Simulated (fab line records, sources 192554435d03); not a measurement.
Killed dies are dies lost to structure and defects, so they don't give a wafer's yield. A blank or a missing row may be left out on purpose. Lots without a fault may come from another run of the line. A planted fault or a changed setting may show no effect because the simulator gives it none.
A struck lot beside a sound one | flow n5_finfet | 39 steps out of a route of 1938
Sound: wafers L790.1, L790.2, L790.5. Struck: wafers L781.2, L781.6. (L781.1 of the same lot was not struck and is left out.) The cause comes at the end.
At each step with rows: each side's tool, then ch and its chambers, then its first start. Under that, the readings that differ: sound wafers | struck wafers | difference of the means | sigmas: that difference in standard deviations of wafers without a fault.
alike: readings whose means differ by less than 2 such deviations, and words and numbers that are the same on both sides. not compared: withheld readings, readings that some wafer has no value for, bounds like >300 that may hide the same value, and numbers for which the record gives no deviation and whose values overlap.
The two part at a step that has a row with sigmas, a row that says differs or no value, or rows on one side only. Numbers that don't overlap but have no deviation are shown without sigmas and don't part them. A reading that every wafer of one side lacks parts them only if that side has two wafers or more.

first, 9 steps without rows for these wafers: N5_BEOL_M4_ANNEAL_95 (time 240 s); N5_BEOL_M4_SPUTTER_96 (material Cu, target thk 4.5 nm, time 8.29 s); N5_BEOL_M4_ECD_50 (material Cu, target thk 300 nm); N5_BEOL_M4_ANNEAL_51 (time 90 s); N5_BEOL_M4_CMP_52 (polishes, stops on SiOC, t overpolish 6.8 s, target thk 40 nm); N5_BEOL_M4_PRE_CLEAN_60 (time 15 s); N5_BEOL_M4_CO_CAP_55 (material Co, precursor CCTBA/H2, target thk 2 nm, time 102.1 s); N5_BEOL_M4_PRE_CLEAN_56 (time 15 s); N5_BEOL_M4_DEP_57 (deposits SiCN from 3MS/NH3, target thk 8 nm, time 14 s).
N5_BEOL_M4_RC_MEAS_101:
  sound on prober-02 ch 0, day 13 09:45; struck on prober-02 ch 0, day 11 20:07
  alike: DIBL_N, DIBL_P, IOFF_N, IOFF_P, ION_N, ION_P, SS_N, SS_P, VT_N, VT_P
then, 20 steps without rows for these wafers: N5_BEOL_M5_ILD_DEP_00 (deposits SiCOH lowk from DEMS/porogen, target thk 140.64 nm, time 25.9 s); N5_BEOL_M5_CURE_79 (cures SiCOH lowk, time 240 s); N5_BEOL_M5_PECVD_70 (deposits SiO2 from TEOS/O2, target thk 16 nm, time 18 s); N5_BEOL_M5_HM_DEP_02 (deposits TiN, target thk 20 nm); N5_BEOL_M5_COAT_59 (time 60 s, resist thk 60 nm); N5_BEOL_M5_COAT_60 (time 60 s, resist thk 12 nm); N5_BEOL_M5_COAT_71 (time 60 s, resist thk 5 nm); N5_BEOL_M5_COAT_05 (resist thk 30 nm); N5_BEOL_M5_EBR_07; N5_BEOL_M5_SOFTBAKE_06 (time 60 s); N5_BEOL_M5_EXPOSE_08 (exposes mask M5, target cd 28 nm); N5_BEOL_M5_PEB_09 (peb time 60 s); N5_BEOL_M5_DEVELOP_10 (develop time 30 s); N5_BEOL_M5_DESCUM_16 (chemistry O2, time 7 s); N5_BEOL_M5_ETCH_72 (etches underlayer in N2/H2, target depth 6.5 nm, time 5.2 s); N5_BEOL_M5_ETCH_61 (etches SiARC in CF4, target depth 15.6 nm, time 26 s); N5_BEOL_M5_ETCH_62 (etches SOC in N2/H2, target depth 75 nm, overetch 15 nm, time 112.5 s); N5_BEOL_M5_STRIP_63 (strips in N2/H2); N5_BEOL_M5_STRIP_73 (strips in N2/H2); N5_BEOL_M5_STRIP_64 (strips in CF4).
N5_BEOL_M5_HM_OPEN_17: chemistry Cl2/BCl3, target TiN, target depth 20 nm, overetch 6 nm.
  sound on rie_metal-03 ch 1, day 13 12:49; struck on rie_metal-01 ch 0,1, day 11 23:10
  reading                                  | sound             | struck      | difference | sigmas
  model.etch.depth_nm (nm)                 | 19.86 20.04 20.33 | 16.13 16.28 | -3.87      |
  model.SOC_of_BEOL_M5_COAT_59.thk_nm (nm) | 52.4 52.2 52.2    | 55.2 55     | +2.8       |
  alike: bias_w, drypump_motor_current_A, oes_product_au, throttle_valve_pct
  not compared: rf_hours_counter_h
then, 3 steps without rows for these wafers: N5_BEOL_M5_STRIP_19 (strips in O2); N5_BEOL_M5_COAT_65 (time 60 s, resist thk 60 nm); N5_BEOL_M5_COAT_66 (time 60 s, resist thk 12 nm).
N5_BEOL_M5_VIA_ETCH_34: etches SiCOH lowk in C4F6/O2, target depth 88.3 nm, time 39.2 s.
  sound on rie_diel-03 ch 1,2,3, day 13 15:33; struck on rie_diel-04 ch 1,3, day 12 00:37
  reading               | sound          | struck    | difference | sigmas
  oes_product_au (a.u.) | 0.94 0.71 0.75 | 0.33 0.31 | -0.48      | -6
  alike: bias_w, drypump_motor_current_A, oes_f_703_au, rf_vpp_V, showerhead_plenum_p_Torr, throttle_valve_pct
  not compared: rf_hours_counter_h
N5_BEOL_M5_OCD_MEAS_38:
  sound on ocd-01, day 13 15:47; struck on ocd-02, day 12 00:51
  reading              | sound          | struck  | difference | sigmas
  trench_depth_nm (nm) | 73.5 71.1 71.5 | 4.0 7.0 | -66.5      | -48
N5_BEOL_M5_CD_MEAS_35: target cd 28 nm, target cd y 24 nm.
  sound on cd_sem-02, day 13 15:56; struck on cd_sem-02, day 12 01:01
  reading    | sound          | struck | difference                    | sigmas
  cd_nm (nm) | 27.9 28.0 28.2 | - -    | no value on the struck wafers |
N5_BEOL_M5_THK_MEAS_53: measures by xrf.
  sound on film_metro-02, day 13 22:46; struck on film_metro-02, day 12 10:38
  reading     | sound          | struck | difference                    | sigmas
  M5_THK (nm) | 64.4 61.8 63.5 | - -    | no value on the struck wafers |
-- the record jumps here: 5 days lie between the struck wafers' starts before and after (it left off in module BEOL_M5 and takes up again in module PASSIVATION, whose first step shown is number 1936 of the route) --
N5_PASSIVATION_PROBE_49:
  the record has rows for the struck wafers here (prober-02, day 17 06:20) and none for the sound ones

WHERE THEY PART
First at N5_BEOL_M5_VIA_ETCH_34; last, within this record, at N5_PASSIVATION_PROBE_49.

WHY: what the simulator had put in
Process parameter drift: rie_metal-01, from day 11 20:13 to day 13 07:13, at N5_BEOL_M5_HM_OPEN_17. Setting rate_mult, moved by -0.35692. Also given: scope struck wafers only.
